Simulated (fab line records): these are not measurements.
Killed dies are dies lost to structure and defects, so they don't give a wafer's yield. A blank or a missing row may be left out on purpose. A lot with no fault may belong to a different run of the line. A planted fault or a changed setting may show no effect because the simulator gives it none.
Matching of chambers / flow n5Finfet / aldMetal-03 running N5_HKMG_FIN_ALD_21: 4 sister chambers
The step deposits TiN, target thk 1.5 nm, pulse time 1 s, purge time 3 s. 4 wafers are shown with their chamber, then 7 later ones without.

## WAFERS PAIRED WITH THEIR CHAMBERS
wafer=L080.3; chamber=2; heaterPowerW (W)=949
wafer=L080.4; chamber=1; heaterPowerW (W)=917
wafer=L092.3; chamber=0; heaterPowerW (W)=890
wafer=L092.4; chamber=3; heaterPowerW (W)=911

## WAFERS WITHOUT THEIR CHAMBER
wafer=L092.5; heaterPowerW (W)=952
wafer=L094.2; heaterPowerW (W)=882
wafer=L094.3; heaterPowerW (W)=952
wafer=L094.5; heaterPowerW (W)=936
wafer=L095.1; heaterPowerW (W)=946
wafer=L095.4; heaterPowerW (W)=912
wafer=L095.5; heaterPowerW (W)=963

## WHICH CHAMBER EACH ONE RAN IN
wafer=L092.5; from the rows above=2; in truth=2
wafer=L094.2; from the rows above=0; in truth=0
wafer=L094.3; from the rows above=2; in truth=2
wafer=L094.5; from the rows above=can't be placed: 2 or 1 or 3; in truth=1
wafer=L095.1; from the rows above=2; in truth=2
wafer=L095.4; from the rows above=can't be placed: 3 or 1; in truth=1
wafer=L095.5; from the rows above=2; in truth=2
Placed correctly: 5 of 7. Cannot be placed on the basis of these rows: 2; the candidates contain the true chamber in 2. Number placed wrongly: 0.
How it was worked out, from the rows above alone: a wafer's distance from a chamber is the root of the sum, over the readings, of the square of ((its reading less the chamber's mean) divided by the reading's scatter). If the next closest chamber is less than 2 further off than the closest, the wafer can't be placed; otherwise it belongs to the closest. Each chamber's mean is taken over the wafers shown for it. The scatter (one wafer shown for each chamber): square how far every hidden wafer sits from the nearest shown wafer, average those squares and take the square root.
